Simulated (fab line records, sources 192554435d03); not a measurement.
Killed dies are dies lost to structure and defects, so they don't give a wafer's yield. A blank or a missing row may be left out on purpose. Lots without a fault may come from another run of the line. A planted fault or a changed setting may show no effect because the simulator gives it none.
Which tool did it? | flow n5_finfet | 10 lots, 30 wafers sampled, at 5 steps of a route of 1938

WHAT THE GAUGES READ, wafer by wafer
N5_BEOL_M4_RC_MEAS_101.
lot  | measured     | on        | DIBL_N (mV/V)
L334 | day 7 19:43  | prober-02 | 40.0 36.8 42.1
L336 | day 8 21:56  | prober-02 | 33.6 32.9 37.0
L340 | day 9 22:19  | prober-02 | 34.8 36.0 33.0
L342 | day 10 00:09 | prober-02 | 40.4 38.3 38.9
L343 | day 10 02:01 | prober-02 | 39.1 38.3 41.6
L344 | day 10 19:53 | prober-01 | 36.9 32.6 36.2
L347 | day 11 20:29 | prober-02 | 39.9 33.8 36.5
L355 | day 13 07:53 | prober-02 | 40.7 35.8 39.5
L356 | day 13 12:40 | prober-01 | 38.2 38.9 34.8
L357 | day 13 13:46 | prober-02 | 38.2 37.2 34.7

WHICH TOOL RAN EACH LOT (tool, then ch and the chambers of the sampled wafers, then the start)
lot  | N5_HKMG_FIN_ALD_91                  | N5_HKMG_FIN_ALD_71                  | N5_HKMG_FIN_CMP_23           | N5_HKMG_FIN_CMP_94
L334 | ald_metal-02 ch 0,2, day 4 05:15    | ald_metal-01 ch 0,1,2, day 4 06:23  | cmp-02 ch 1,2,3, day 4 08:07 | cmp-02 ch 1,2,3, day 4 08:36
L336 | ald_metal-03 ch 1,2, day 4 16:45    | ald_metal-01 ch 0,3, day 4 17:54    | cmp-03 ch 1,2,3, day 4 19:49 | cmp-03 ch 1,2,3, day 4 20:12
L340 | ald_metal-02 ch 1,3, day 6 04:43    | ald_metal-02 ch 0,1, day 6 05:50    | cmp-03 ch 0,1,3, day 6 07:38 | cmp-03 ch 0,1,3, day 6 08:04
L342 | ald_metal-03 ch 0,1,3, day 6 05:46  | ald_metal-02 ch 1,2, day 6 06:51    | cmp-03 ch 2,3, day 6 08:45   | cmp-03 ch 2,3, day 6 09:11
L343 | ald_metal-01 ch 0,2,3, day 6 16:06  | ald_metal-02 ch 0,3, day 6 17:10    | cmp-04 ch 0,1,3, day 6 19:11 | cmp-04 ch 0,1,3, day 6 19:34
L344 | ald_metal-01 ch 0,3, day 6 23:15    | ald_metal-03 ch 0,2,3, day 7 00:19  | cmp-04 ch 1,2,3, day 7 02:02 | cmp-04 ch 1,2,3, day 7 02:31
L347 | ald_metal-01 ch 0,1,3, day 7 10:01  | ald_metal-01 ch 2,3, day 7 11:19    | cmp-04 ch 0,1,3, day 7 13:05 | cmp-04 ch 0,1,3, day 7 13:28
L355 | ald_metal-03 ch 0,1,3, day 9 10:15  | ald_metal-02 ch 1,2, day 9 11:20    | cmp-03 ch 1,2, day 9 13:02   | cmp-03 ch 1,2, day 9 13:28
L356 | ald_metal-02 ch 2,3, day 9 19:46    | ald_metal-03 ch 0,1, day 9 20:55    | cmp-03 ch 0,3, day 9 22:42   | cmp-03 ch 0,3, day 9 23:11
L357 | ald_metal-02 ch 0,2,3, day 10 02:32 | ald_metal-02 ch 0,2,3, day 10 03:42 | cmp-04 ch 0,1, day 10 05:40  | cmp-04 ch 0,1, day 10 06:05
- N5_HKMG_FIN_ALD_91: deposits TiN, target thk 1 nm, pulse time 1 s, purge time 3 s.
- N5_HKMG_FIN_ALD_71: deposits TiN, target thk 1 nm, pulse time 1 s, purge time 3 s.
- N5_HKMG_FIN_CMP_23: polishes, stops on SiNx, t overpolish 10 s, target thk 46.326 nm.
- N5_HKMG_FIN_CMP_94: polishes, stops on SiNx, t overpolish 4.7 s, target thk 43.299 nm.

THE ANSWER, worked out from the rows above alone
Rule: what is usual is taken from the lots themselves. Put in order of their means at a reading, lots are off if they are a third of the lots or fewer, leave a main group of 4 or more, and stand apart from it by a gap of 3 or more times the standard deviation of the main group's means; of several such gaps the widest counts. A main group whose means are all the same, to the digits that the tables above print for the reading, isn't used. A lot without any number at a reading at which 4 lots or more have one is off too. The other lots that the step has rows for count as sound.
No lot is off at any reading shown: from this, nothing can be told.

WHAT THE SIMULATOR HAD PUT IN
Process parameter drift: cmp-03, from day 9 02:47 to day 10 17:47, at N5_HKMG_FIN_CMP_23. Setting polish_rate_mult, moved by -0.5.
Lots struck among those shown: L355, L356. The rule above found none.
